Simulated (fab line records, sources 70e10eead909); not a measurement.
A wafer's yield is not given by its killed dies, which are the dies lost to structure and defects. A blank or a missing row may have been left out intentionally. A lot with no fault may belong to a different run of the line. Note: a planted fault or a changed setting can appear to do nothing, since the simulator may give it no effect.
Struck lot and sound lot, side by side ; flow nand-harc ; 15 out of 1302 route steps
Sound: these wafers, L260.1, L260.4, L260.5. Struck: wafers L272.1, L272.4, L272.6. At the end, the cause is stated.
At each step with rows: each side's tool, then ch and its chambers, then its first start. Under that, the readings that differ: sound wafers ; struck wafers ; difference of the means ; sigmas: that difference in standard deviations of wafers without a fault.
alike: readings with means less than 2 such deviations apart, plus words and numbers identical on both sides. not compared: withheld readings, readings lacking a value on some wafer, bounds such as >300 that could conceal the same value, and numbers that have no deviation in the record and whose values overlap.
Wherever a step has rows on one side only, a row that says differs or no value, or a row with sigmas, the two part there. Non-overlapping numbers with no deviation appear without sigmas and do not part them. A reading that every wafer of one side lacks parts them only if that side has two wafers or more.

first, 1 step without rows for these wafers: NHARC_P_GATE_DEVELOP_25 (develop time 35 s).
NHARC_P_GATE_CD_MEAS_26: the cd target is 120 nm.
  sound on cd-sem-03 ch 0, day 5 20:08; struck on cd-sem-01 ch 0, day 10 23:30
  alike: cd-nm
NHARC_P_GATE_OVL_MEAS_27:
  sound on overlay-01 at day 5 20:13; struck on overlay-02 at day 10 23:35
  alike: overlay-x-nm, overlay-y-nm
NHARC_P_GATE_INSPECT_28:
  sound on defect-inspect-01 at day 5 20:16; struck on defect-inspect-01 at day 10 23:38
  alike: raw-defect-count
NHARC_P_GATE_DESCUM_31: chemistry O2, time 3 s.
  sound on rie-diel-06 ch 0,2,3, day 5 20:19; struck on rie-diel-06 ch 0,1,3, day 10 23:42
  alike: drypump-motor-current-A, oes-product-au, rf-vpp-V, showerhead-plenum-p-Torr, throttle-valve-pct
  not compared: rf-hours-counter-h
NHARC_P_GATE_ETCH_104: etches the open film in CF4/CHF3, target depth 60 nm.
  sound on rie-diel-06 ch 0,3, day 5 20:25; struck on rie-diel-06 ch 0,2,3, day 10 23:47
  alike: drypump-motor-current-A, oes-product-au, rf-vpp-V, showerhead-plenum-p-Torr, throttle-valve-pct
NHARC_P_GATE_HM_OPEN_105: chemistry O2/COS, target depth 360 nm.
  sound on rie-diel-06 ch 1,2,3; struck on rie-diel-06 ch 0,3
  alike: drypump-motor-current-A, oes-product-au, rf-vpp-V, showerhead-plenum-p-Torr, throttle-valve-pct
  not compared: rf-hours-counter-h
then, 2 steps without rows for these wafers: NHARC_P_GATE_STRIP_106 (strips in O2/COS); NHARC_P_GATE_ETCH_114 (etches the open film in CF4/O2, target depth 30 nm, overetch 3 nm, time 16.5 s).
NHARC_P_GATE_ETCH_32: etches the open film in HBr/Cl2, target depth 150 nm, time 100.1 s.
  sound on rie-si-04 ch 0,1,2, day 5 20:49; struck on rie-si-01 ch 0,2,3, day 11 00:10
  alike: drypump-motor-current-A, oes-product-au, throttle-valve-pct
  not compared: rf-hours-counter-h
NHARC_P_GATE_STRIP_108: strips in O2.
  sound on rie-diel-04 ch 0,1,2, day 5 20:59; struck on rie-diel-06 ch 1,2,3, day 11 00:20
  alike: chamber-pressure-mTorr, drypump-motor-current-A, oes-product-au, rf-vpp-V, showerhead-plenum-p-Torr, throttle-valve-pct
  not compared: rf-hours-counter-h
NHARC_P_GATE_CD_MEAS_33:
  sound on cd-sem-01 at day 5 21:07; struck on cd-sem-03 at day 11 00:29
  alike: cd-nm
NHARC_P_GATE_STRIP_35: strips in SPM, time 600 s.
  sound on wet-bench-05 ch 2,3,4, day 5 21:13; struck on wet-bench-03 ch 1,4,5, day 11 00:34
  no value came back on the struck wafers for bath-guard-temp-C (C), bath-heat-duty-pct (%); on the sound wafers bath-guard-temp-C (C) reads 129.1 129.8 130.3
then, 1 step without rows for these wafers: NHARC_P_GATE_PRECLEAN_73 (cleans in SC1).
-- record jumps: 19 days between struck wafers' starts before vs after; left off in module P_GATE, resumes in module END, first step shown is number 1302 of the route --
NHARC_END_SORT_01:
  at this point the record logs the struck wafers (prober-02 ch 0, day 30 02:07) and has no rows for the sound ones

== WHERE THEY PART ==
Last at NHARC_END_SORT_01 as far as this record goes, first at NHARC_P_GATE_STRIP_35.

WHY: what the simulator had put in
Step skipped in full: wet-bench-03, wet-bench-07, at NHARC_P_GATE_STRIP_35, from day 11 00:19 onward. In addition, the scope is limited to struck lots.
